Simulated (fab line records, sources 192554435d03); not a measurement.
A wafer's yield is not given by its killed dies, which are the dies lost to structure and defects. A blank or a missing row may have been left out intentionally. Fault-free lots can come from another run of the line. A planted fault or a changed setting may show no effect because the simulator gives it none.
What tool caused it? :: flow n5 finfet :: 11 lots with 31 wafers sampled at 6 steps, on a route of 1938 steps

== WHAT THE GAUGES READ, wafer by wafer ==
N5_BEOL_M8_OCD_MEAS_38.
lot: L496
measured: day 15 07:09
on: ocd-02
trench depth nm (nm): 96.1 90.8 90.4

lot: L499
measured: day 15 13:05
on: ocd-01
trench depth nm (nm): 98.3 97.8 94.3

lot: L498
measured: day 16 12:33
on: ocd-02
trench depth nm (nm): 94.6 93.1 95.3

lot: L495
measured: day 16 21:59
on: ocd-01
trench depth nm (nm): 90.0 89.7 94.8

lot: L508
measured: day 19 05:41
on: ocd-02
trench depth nm (nm): 89.7 88.9 89.8

lot: L507
measured: day 19 09:38
on: ocd-01
trench depth nm (nm): 89.3 88.8 95.1

lot: L509
measured: day 19 16:15
on: ocd-01
trench depth nm (nm): 94.0 89.6 90.9

lot: L510
measured: day 19 18:28
on: ocd-01
trench depth nm (nm): 94.3 88.7 89.2

lot: L514
measured: day 20 17:13
on: ocd-01
trench depth nm (nm): 93.0 92.9

lot: L516
measured: day 20 18:48
on: ocd-02
trench depth nm (nm): 94.3 94.0 91.3

lot: L515
measured: day 21 12:47
on: ocd-01
trench depth nm (nm): 94.0 92.5

N5_BEOL_M8_THK_MEAS_53: measures by xrf.
lot: L496
measured: day 15 09:15
on: film metro-02
M8_THK (nm): 81.0 76.0 75.2

lot: L499
measured: day 15 16:31
on: film metro-01
M8_THK (nm): 83.6 81.8 79.0

lot: L498
measured: day 16 15:01
on: film metro-02
M8_THK (nm): 80.4 79.5 80.9

lot: L495
measured: day 17 00:37
on: film metro-01
M8_THK (nm): 75.9 75.7 80.4

lot: L508
measured: day 19 10:21
on: film metro-02
M8_THK (nm): 73.7 74.8 73.2

lot: L507
measured: day 19 12:05
on: film metro-01
M8_THK (nm): 76.4 76.4 78.3

lot: L509
measured: day 19 19:48
on: film metro-01
M8_THK (nm): 78.8 74.8 75.6

lot: L510
measured: day 19 21:17
on: film metro-02
M8_THK (nm): 75.6 73.2 73.8

lot: L514
measured: day 20 20:34
on: film metro-02
M8_THK (nm): 79.2 78.6

lot: L516
measured: day 20 21:23
on: film metro-02
M8_THK (nm): 77.0 76.8 75.1

lot: L515
measured: day 21 16:39
on: film metro-01
M8_THK (nm): 75.8 78.7

N5_BEOL_M8_INSPECT_58: inspects for defects (darkfield).
lot: L496
measured: day 15 09:25
on: defect inspect-01
raw defect count: 138 131 52

lot: L499
measured: day 15 16:41
on: defect inspect-01
raw defect count: 35 62 89

lot: L498
measured: day 16 15:10
on: defect inspect-02
raw defect count: 107 83 73

lot: L495
measured: day 17 00:46
on: defect inspect-01
raw defect count: 101 73 57

lot: L508
measured: day 19 10:32
on: defect inspect-02
raw defect count: 840 878 902

lot: L507
measured: day 19 12:16
on: defect inspect-02
raw defect count: 848 790 816

lot: L509
measured: day 19 19:58
on: defect inspect-02
raw defect count: 56 27 48

lot: L510
measured: day 19 21:26
on: defect inspect-01
raw defect count: 67 57 103

lot: L514
measured: day 20 20:43
on: defect inspect-02
raw defect count: 78 105

lot: L516
measured: day 20 21:32
on: defect inspect-01
raw defect count: 95 58 64

lot: L515
measured: day 21 16:49
on: defect inspect-02
raw defect count: 45 38

N5_BEOL_M9_INSPECT_13: inspects for defects (brightfield).
lot: L496
measured: day 15 11:52
on: defect inspect-02
raw defect count: 357 438 393

lot: L499
measured: day 15 19:03
on: defect inspect-02
raw defect count: 485 443 520

lot: L498
measured: day 16 16:51
on: defect inspect-02
raw defect count: 385 411 248

lot: L495
measured: day 17 02:44
on: defect inspect-01
raw defect count: 404 355 364

lot: L508
measured: day 19 16:09
on: defect inspect-02
raw defect count: 1085 1202 1183

lot: L507
measured: day 19 17:11
on: defect inspect-02
raw defect count: 1219 1078 1265

lot: L509
measured: day 19 21:16
on: defect inspect-01
raw defect count: 770 573 503

lot: L510
measured: day 20 01:01
on: defect inspect-01
raw defect count: 502 440 423

lot: L514
measured: day 20 23:23
on: defect inspect-01
raw defect count: 558 502

lot: L516
measured: day 20 23:43
on: defect inspect-01
raw defect count: 448 430 524

lot: L515
measured: day 21 20:31
on: defect inspect-02
raw defect count: 202 204

== EACH LOT AND THE TOOL THAT RAN IT (in order: tool; ch and the chambers of the sampled wafers; start) ==
lot: L496
N5_BEOL_M8_ALD_77: ald metal-02 ch 0,3, day 15 07:50
N5_BEOL_M8_DEP_56: pecvd-01 ch 0,1, day 15 09:19

lot: L499
N5_BEOL_M8_ALD_77: ald metal-02 ch 0,3, day 15 14:26
N5_BEOL_M8_DEP_56: pecvd-04 ch 0,1,2, day 15 16:35

lot: L498
N5_BEOL_M8_ALD_77: ald metal-02 ch 1,3, day 16 13:23
N5_BEOL_M8_DEP_56: pecvd-04 ch 0,2, day 16 15:04

lot: L495
N5_BEOL_M8_ALD_77: ald metal-03 ch 0,1,2, day 16 22:57
N5_BEOL_M8_DEP_56: pecvd-04 ch 0,2, day 17 00:40

lot: L508
N5_BEOL_M8_ALD_77: ald metal-04 ch 0,2, day 19 08:32
N5_BEOL_M8_DEP_56: pecvd-02 ch 1,2, day 19 10:25

lot: L507
N5_BEOL_M8_ALD_77: ald metal-04 ch 0,1,2, day 19 10:36
N5_BEOL_M8_DEP_56: pecvd-02 ch 1,2, day 19 12:09

lot: L509
N5_BEOL_M8_ALD_77: ald metal-03 ch 1,3, day 19 17:17
N5_BEOL_M8_DEP_56: pecvd-04 ch 1,2, day 19 19:52

lot: L510
N5_BEOL_M8_ALD_77: ald metal-04 ch 0,1, day 19 19:46
N5_BEOL_M8_DEP_56: pecvd-04 ch 0,2, day 19 21:20

lot: L514
N5_BEOL_M8_ALD_77: ald metal-02 ch 0,2, day 20 18:14
N5_BEOL_M8_DEP_56: pecvd-04 ch 2, day 20 20:37

lot: L516
N5_BEOL_M8_ALD_77: ald metal-02 ch 0,1, day 20 19:30
N5_BEOL_M8_DEP_56: pecvd-04 ch 0,1,2, day 20 21:28

lot: L515
N5_BEOL_M8_ALD_77: ald metal-03 ch 0,3, day 21 13:49
N5_BEOL_M8_DEP_56: pecvd-04 ch 0,2, day 21 16:44
- N5_BEOL_M8_ALD_77: deposits TaN, target thk 2 nm, pulse time 2 s, purge time 3 s.
- N5_BEOL_M8_DEP_56: deposits SiCN from 3MS/NH3, target thk 10 nm, time 17.5 s.

== AS READ BY THE TOOLS THEMSELVES (means over the sampled wafers that have a number; for cases with no such wafer, the mark the record gives instead) ==
N5_BEOL_M8_ALD_77.
lot: L496
tool: ald metal-02
chamber pressure Torr (Torr): 3.008
heater power w (W): 415
precursor vessel temp c (C): 75.08

lot: L499
tool: ald metal-02
chamber pressure Torr (Torr): 3.006
heater power w (W): 412
precursor vessel temp c (C): 75.09

lot: L498
tool: ald metal-02
chamber pressure Torr (Torr): 2.994
heater power w (W): 400
precursor vessel temp c (C): 74.96

lot: L495
tool: ald metal-03
chamber pressure Torr (Torr): 2.997
heater power w (W): 396
precursor vessel temp c (C): 74.97

lot: L508
tool: ald metal-04
chamber pressure Torr (Torr): 2.998
heater power w (W): 349
precursor vessel temp c (C): 75.11

lot: L507
tool: ald metal-04
chamber pressure Torr (Torr): 3.001
heater power w (W): 363
precursor vessel temp c (C): 74.93

lot: L509
tool: ald metal-03
chamber pressure Torr (Torr): 3.001
heater power w (W): 388
precursor vessel temp c (C): 74.80

lot: L510
tool: ald metal-04
chamber pressure Torr (Torr): 3.008
heater power w (W): 358
precursor vessel temp c (C): 74.81

lot: L514
tool: ald metal-02
chamber pressure Torr (Torr): 3.003
heater power w (W): 396
precursor vessel temp c (C): 75.15

lot: L516
tool: ald metal-02
chamber pressure Torr (Torr): 3.007
heater power w (W): 392
precursor vessel temp c (C): 74.80

lot: L515
tool: ald metal-03
chamber pressure Torr (Torr): 2.997
heater power w (W): 404
precursor vessel temp c (C): 74.97

N5_BEOL_M8_DEP_56.
lot: L496
tool: pecvd-01
chamber pressure Torr (Torr): 3.002
showerhead plenum p Torr (Torr): 3.676
throttle valve pct (%): 9.2

lot: L499
tool: pecvd-04
chamber pressure Torr (Torr): 3.003
showerhead plenum p Torr (Torr): 3.665
throttle valve pct (%): 8.8

lot: L498
tool: pecvd-04
chamber pressure Torr (Torr): 3.003
showerhead plenum p Torr (Torr): 3.664
throttle valve pct (%): 8.4

lot: L495
tool: pecvd-04
chamber pressure Torr (Torr): 3.002
showerhead plenum p Torr (Torr): 3.666
throttle valve pct (%): 8.5

lot: L508
tool: pecvd-02
chamber pressure Torr (Torr): 3.000
showerhead plenum p Torr (Torr): 3.659
throttle valve pct (%): 8.5

lot: L507
tool: pecvd-02
chamber pressure Torr (Torr): 2.993
showerhead plenum p Torr (Torr): 3.653
throttle valve pct (%): 8.8

lot: L509
tool: pecvd-04
chamber pressure Torr (Torr): 3.000
showerhead plenum p Torr (Torr): 3.654
throttle valve pct (%): 8.9

lot: L510
tool: pecvd-04
chamber pressure Torr (Torr): 3.005
showerhead plenum p Torr (Torr): 3.664
throttle valve pct (%): 8.5

lot: L514
tool: pecvd-04
chamber pressure Torr (Torr): 3.003
showerhead plenum p Torr (Torr): 3.654
throttle valve pct (%): 8.7

lot: L516
tool: pecvd-04
chamber pressure Torr (Torr): 3.002
showerhead plenum p Torr (Torr): 3.662
throttle valve pct (%): 8.7

lot: L515
tool: pecvd-04
chamber pressure Torr (Torr): 3.007
showerhead plenum p Torr (Torr): 3.659
throttle valve pct (%): 8.5

== THE ANSWER, worked out from the rows above alone ==
Rule: the lots themselves supply what counts as usual. Put in order of their means at a reading, lots are off if they are a third of the lots or fewer, leave a main group of 4 or more, and stand apart from it by a gap of 3 or more times the standard deviation of the main group's means; of several such gaps the widest counts. The tables above print the reading to a certain number of digits; a main group whose means all agree to those digits is not used. Also off: a lot with no number at a reading for which 4 or more lots have one. The other lots that the step has rows for count as sound. Order of review: gauges by route order, followed by the tools' own readings, for which a lot's mean as printed above is used. The first step at which some lot is off is used, and at that step the reading that is off furthest; a lot without a number counts as furthest.
Off: L508, L507 (N5_BEOL_M8_INSPECT_58, raw defect count). The main group: mean 73, standard deviation 20.
A tool fits if, at a process step before that reading, it ran every lot that is off, and no sound lot after the first of them. Those tools and the gauges at N5_BEOL_M8_INSPECT_58 are tried in the same way. One fits: N5_BEOL_M8_DEP_56 on pecvd-02. It ran no sound lot before its first lot that is off in this sample, so the start can't be narrowed down.

== WHAT THE SIMULATOR HAD INSERTED ==
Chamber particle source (pecvd-02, N5_BEOL_M8_DEP_56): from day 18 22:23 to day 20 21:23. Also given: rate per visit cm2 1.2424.
Struck lots among those shown: L508, L507. This agrees with what the rule above found.
